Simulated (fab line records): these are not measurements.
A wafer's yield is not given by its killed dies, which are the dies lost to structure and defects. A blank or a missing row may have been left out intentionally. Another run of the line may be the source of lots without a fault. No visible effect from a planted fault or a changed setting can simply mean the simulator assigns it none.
Lot-split experiment ; flow n5-finfet ; route with 1938 steps; 7 lots, 21 wafers read

THE SPLIT ITSELF
At N5_BEOL_M2_ETCH_69 (etches SiARC in CF4, target depth 15.6 nm, time 26 s), the setting bias-w was moved away from the recipe's 36 W on 7 of the 21 wafers read, by -11.5% to +11.6%. The other wafers ran this setting at the recipe's value.

The split's own step is where the reading is taken.

THE READING
rf-vpp-V, in V, at N5_BEOL_M2_ETCH_69 (etches SiARC in CF4, target depth 15.6 nm, time 26 s). Fault-free wafers of this fab line usually give 184.1 V, standard deviation 1.4 V.

wafer;tool, chamber at the split;bias-w as run, W;against the recipe;rf-vpp-V, V;against lot-mates on the recipe
L077.1;rie-diel-03, 3;39.9;+10.8%;198.7;+13.9
L077.4;rie-diel-03, 1;39.9;+10.8%;195.9;+11.1
L077.6;rie-diel-03, 2;36;recipe;184.8;-
L079.2;rie-diel-03, 3;36;recipe;186.1;-
L079.4;rie-diel-03, 1;36;recipe;184.5;-
L079.5;rie-diel-03, 0;36;recipe;182.3;-
L088.1;rie-diel-04, 2;36;recipe;183.3;-
L088.5;rie-diel-04, 3;39.94;+10.9%;196.2;+13.4
L088.6;rie-diel-04, 2;36;recipe;182.2;-
L095.2;rie-diel-04, 1;40.17;+11.6%;198.2;+15.2
L095.5;rie-diel-04, 1;36;recipe;183.6;-
L095.6;rie-diel-04, 2;36;recipe;182.3;-
L094.1;rie-diel-03, 3;36;recipe;185.1;-
L094.3;rie-diel-03, 1;36;recipe;184.0;-
L094.4;rie-diel-03, 0;36;recipe;185.4;-
L089.1;rie-diel-04, 1;39.02;+8.4%;194.5;+13.1
L089.2;rie-diel-04, 2;36;recipe;181.4;-
L089.6;rie-diel-04, 2;39.02;+8.4%;191.8;+10.4
L092.1;rie-diel-04, 3;31.87;-11.5%;170.1;-13.3
L092.2;rie-diel-04, 1;36;recipe;184.1;-
L092.4;rie-diel-04, 0;36;recipe;182.8;-

THE FIT
A straight line over all 21 wafers: rf-vpp-V changes by +1.2 V for each +1% of bias-w; r = +0.98; the points scatter about the line by 1.4 V.
The same after taking each lot's own level away (the mean of its wafers on the recipe; 21 wafers): +1.23 V for each +1%; r = +0.99; scatter 1.1 V.
The reading moves by 14 V for the largest change in bias-w, on that fit.
The lots' own levels span 181.40 to 184.83 V, that is 2.5 times the standard deviation above.
Hence the lot-to-lot level has little effect on the slope; both slopes agree.
Check: for one of the wafers moved furthest among these (+11.6%), held out of the fit, the line's prediction against its lot-mates is +14.2 V. Against them it came out at +15.2 V.
Tool readings at the split's step, against how far the setting was moved: rf-vpp-V r = +0.98.

OTHER SPLITS APPLIED TO THESE WAFERS
Note: prior to the reading, these wafers also went through further splits. Each is held against what the fit with the lots' levels taken away leaves over:
other split on the same wafers;wafers away from the commonest value;r with rf-vpp-V (lot level and that fit taken away)
N5_BEOL_M0_SAQP_EXPOSE_37 dose-mj;10;+0.03
N5_BEOL_M1_COAT_73 spin-rpm;7;+0.27
N5_BEOL_M1_TRENCH_ETCH_37 time-s;7;-0.29

FILE'S OWN FIT
rf-vpp-V changes by +1.24 V for each +1% of bias-w, r = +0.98.
